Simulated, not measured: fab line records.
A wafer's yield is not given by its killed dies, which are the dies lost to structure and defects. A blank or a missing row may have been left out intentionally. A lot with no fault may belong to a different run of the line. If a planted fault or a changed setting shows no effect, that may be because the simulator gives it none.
Which tool was responsible? | flow n5-finfet | Sampling: 11 lots, 33 wafers, 4 of 1938 route steps

== WHAT THE GAUGES SHOWED, per wafer ==
N5_BEOL_M1_INSPECT_59: inspects for defects (darkfield).
lot  | measured     | on                | raw-defect-count
L075 | day 7 00:53  | defect-inspect-02 | 69 101 63
L077 | day 7 19:19  | defect-inspect-01 | 68 99 75
L079 | day 7 23:05  | defect-inspect-02 | 126 84 92
L081 | day 8 11:28  | defect-inspect-01 | 77 51 60
L083 | day 8 16:14  | defect-inspect-01 | 58 47 52
L085 | day 9 07:13  | defect-inspect-01 | 64 82 45
L087 | day 9 19:53  | defect-inspect-02 | 69 52 59
L090 | day 10 18:02 | defect-inspect-01 | 57 80 50
L092 | day 11 00:31 | defect-inspect-02 | 75 46 88
L095 | day 11 18:04 | defect-inspect-02 | 74 84 75
L094 | day 12 07:45 | defect-inspect-01 | 84 88 88

== WHICH TOOL RAN EACH LOT (tool, then ch and the chambers of the sampled wafers, then the start) ==
lot  | N5_BEOL_M1_ETCH_77                 | N5_BEOL_M1_SPUTTER_48        | N5_BEOL_M1_CMP_52
L075 | rie-diel-02 ch 0,2,3, day 6 19:19  | pvd-sputter-01, day 6 22:03  | cmp-02 ch 2,3, day 7 00:20
L077 | rie-diel-04 ch 1,2,3, day 7 09:24  | pvd-sputter-03, day 7 16:16  | cmp-04 ch 1,2,3, day 7 18:40
L079 | rie-diel-03 ch 0,1,3, day 7 17:19  | pvd-sputter-03, day 7 20:14  | cmp-02 ch 0,3, day 7 22:31
L081 | rie-diel-04 ch 2,3, day 7 21:23    | pvd-sputter-01, day 8 08:37  | cmp-01 ch 0,3, day 8 10:53
L083 | rie-diel-02 ch 0,2,3, day 8 10:13  | pvd-sputter-01, day 8 13:25  | cmp-01 ch 1,2,3, day 8 15:40
L085 | rie-diel-04 ch 1,2, day 9 01:52    | pvd-sputter-02, day 9 04:23  | cmp-02 ch 0,1,2, day 9 06:45
L087 | rie-diel-04 ch 0,1,3, day 9 08:49  | pvd-sputter-01, day 9 17:03  | cmp-02 ch 0,1,3, day 9 19:18
L090 | rie-diel-03 ch 2,3, day 10 10:26   | pvd-sputter-01, day 10 15:07 | cmp-04 ch 0,3, day 10 17:29
L092 | rie-diel-04 ch 1,2,3, day 10 14:05 | pvd-sputter-02, day 10 21:41 | cmp-02 ch 1,2,3, day 10 23:56
L095 | rie-diel-04 ch 2,3, day 11 11:52   | pvd-sputter-01, day 11 15:10 | cmp-04 ch 2,3, day 11 17:29
L094 | rie-diel-03 ch 1,2,3, day 11 16:11 | pvd-sputter-03, day 12 04:55 | cmp-04 ch 0,2, day 12 07:12
- N5_BEOL_M1_ETCH_77: etches underlayer in N2/H2, target depth 6.5 nm, time 5.2 s.
- N5_BEOL_M1_SPUTTER_48: material Cu, target thk 4.5 nm, time 8.29 s.
- N5_BEOL_M1_CMP_52: polishes, stops on SiOC, t overpolish 6.8 s, target thk 40 nm.

== THE ANSWER, worked out from the rows above alone ==
Rule: what is usual is taken from the lots themselves. The widest of any qualifying gaps counts: lots, ordered by their means at a reading, are off when they make up no more than a third of the lots, leave a main group of 4 or more, and stand apart from it by 3 or more times the standard deviation of that group's means. A main group whose means are all the same, to the digits that the tables above print for the reading, isn't used. Also off: a lot with no number at a reading for which 4 or more lots have one. All remaining lots with rows at the step are treated as sound.
Nothing can be told from this: no lot is off at any reading shown.

== WHAT HAD BEEN PUT IN BY THE SIMULATOR ==
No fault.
